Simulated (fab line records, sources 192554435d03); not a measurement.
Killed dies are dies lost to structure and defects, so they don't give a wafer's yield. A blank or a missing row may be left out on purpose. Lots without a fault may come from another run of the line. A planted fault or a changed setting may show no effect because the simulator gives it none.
Split-lot experiment | flow n5_finfet | 7 lots, 21 wafers read, on a route of 1938 steps

THE SPLIT
At N5_MOL_CONTACT_COAG_EXPOSE_05 (exposes mask CA, defocus 0 nm), the setting dose_mj was moved away from the recipe's 38.25 on 7 of the 21 wafers read, by -6.7% to +5.1%. The other wafers ran this setting at the recipe's value.

FROM THE SPLIT TO THE READING: what the file shows between them, 2 steps
- N5_MOL_CONTACT_COAG_PEB_06: peb time 60 s
- N5_MOL_CONTACT_COAG_DEVELOP_07: develop time 30 s

THE READING
cd_nm, in nm, at N5_MOL_CONTACT_COAG_CD_MEAS_08 (target cd 28 nm). Fault-free wafers of this fab line usually give 28.01 nm, standard deviation 0.23 nm.

wafer  | tool, chamber at the split | dose_mj as run | against the recipe | cd_nm, nm | against lot-mates on the recipe
L078.1 | euv_scanner-02, 0          | 40.21          | +5.1%              | 29.38     | +1.26
L078.4 | euv_scanner-02, 0          | 38.25          | recipe             | 28.12     | -
L078.5 | euv_scanner-02, 0          | 40.21          | +5.1%              | 28.92     | +0.80
L079.1 | euv_scanner-02, 0          | 38.25          | recipe             | 27.95     | -
L079.2 | euv_scanner-02, 0          | 35.7           | -6.7%              | 26.36     | -1.80
L079.6 | euv_scanner-02, 0          | 38.25          | recipe             | 28.36     | -
L080.1 | euv_scanner-02, 0          | 38.25          | recipe             | 28.23     | -
L080.2 | euv_scanner-02, 0          | 38.25          | recipe             | 27.97     | -
L080.3 | euv_scanner-02, 0          | 38.25          | recipe             | 27.97     | -
L082.2 | euv_scanner-01, 0          | 38.25          | recipe             | 28.20     | -
L082.4 | euv_scanner-01, 0          | 38.25          | recipe             | 28.25     | -
L082.6 | euv_scanner-01, 0          | 38.25          | recipe             | 28.22     | -
L083.1 | euv_scanner-02, 0          | 38.25          | recipe             | 28.10     | -
L083.5 | euv_scanner-02, 0          | 38.25          | recipe             | 27.95     | -
L083.6 | euv_scanner-02, 0          | 38.25          | recipe             | 28.15     | -
L085.4 | euv_scanner-01, 0          | 36.3           | -5.1%              | 26.79     | -1.18
L085.5 | euv_scanner-01, 0          | 38.25          | recipe             | 27.97     | -
L085.6 | euv_scanner-01, 0          | 36.3           | -5.1%              | 26.92     | -1.05
L097.2 | euv_scanner-01, 0          | 38.25          | recipe             | 28.10     | -
L097.3 | euv_scanner-01, 0          | 39.8           | +4.1%              | 28.60     | +0.50
L097.5 | euv_scanner-01, 0          | 39.8           | +4.1%              | 28.86     | +0.76

THE FIT
A straight line over all 21 wafers: cd_nm changes by +0.221 nm for each +1% of dose_mj; r = +0.97; the points scatter about the line by 0.17 nm.
The same after taking each lot's own level away (the mean of its wafers on the recipe; 21 wafers): +0.215 nm for each +1%; r = +0.97; scatter 0.16 nm.
On that fit, the largest move of dose_mj shifts the reading by 1.4 nm.
The lots' own levels span 27.970 to 28.223 nm, that is 1.1 times the standard deviation above.
So the lot-to-lot level changes the slope little: the two slopes agree.
Check: with one of the wafers moved furthest among these (-6.7%) left out of the fit, the line predicts -1.35 nm for it against its lot-mates. It came out at -1.8 nm against them.

OTHER SPLITS ON THESE WAFERS
These wafers also went through other splits before the reading. Each is held against what the fit with the lots' levels taken away leaves over:
other split on the same wafers        | wafers away from the commonest value | r with cd_nm (lot level and that fit taken away)
N5_SDB_ETCH_17 bias_w                 | 8                                    | +0.06
N5_HKMG_FIN_EXPOSE_09 dose_mj         | 9                                    | +0.17
N5_HKMG_FIN_DEVELOP_11 develop_time_s | 7                                    | -0.12
N5_GATE_CUT_COAT_35 spin_rpm          | 7                                    | -0.17
N5_GATE_CUT_DESCUM_18 time_s          | 5                                    | -0.07
N5_MOL_CONTACT_COAG_COAT_104 spin_rpm | 4                                    | +0.02

THE WHOLE CHAIN: every reading that the file lists as answering this split, in the file's order
step                           | what it does                                                | reading                                                                        | change (the file's fit)               | r (the file's)
N5_MOL_CONTACT_COAG_CD_MEAS_08 | target cd 28 nm                                             | cd_nm                                                                          | +0.225 nm for each +1% of the setting | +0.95
N5_MOL_CONTACT_COAG_ETCH_59    | etches underlayer in N2/H2, target depth 13 nm, time 10.4 s | MOL_CONTACT_COAG.cd_offset_nm (the simulator's own value, which no gauge read) | +0.201 nm for each +1% of the setting | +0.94
N5_MOL_CONTACT_COAG_ETCH_105   | etches SiARC in CF4, target depth 15.6 nm, time 26 s        | MOL_CONTACT_COAG.cd_offset_nm (the simulator's own value, which no gauge read) | +0.21 nm for each +1% of the setting  | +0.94

THE FILE'S OWN FIT
cd_nm changes by +0.225 nm for each +1% of dose_mj, r = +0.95.
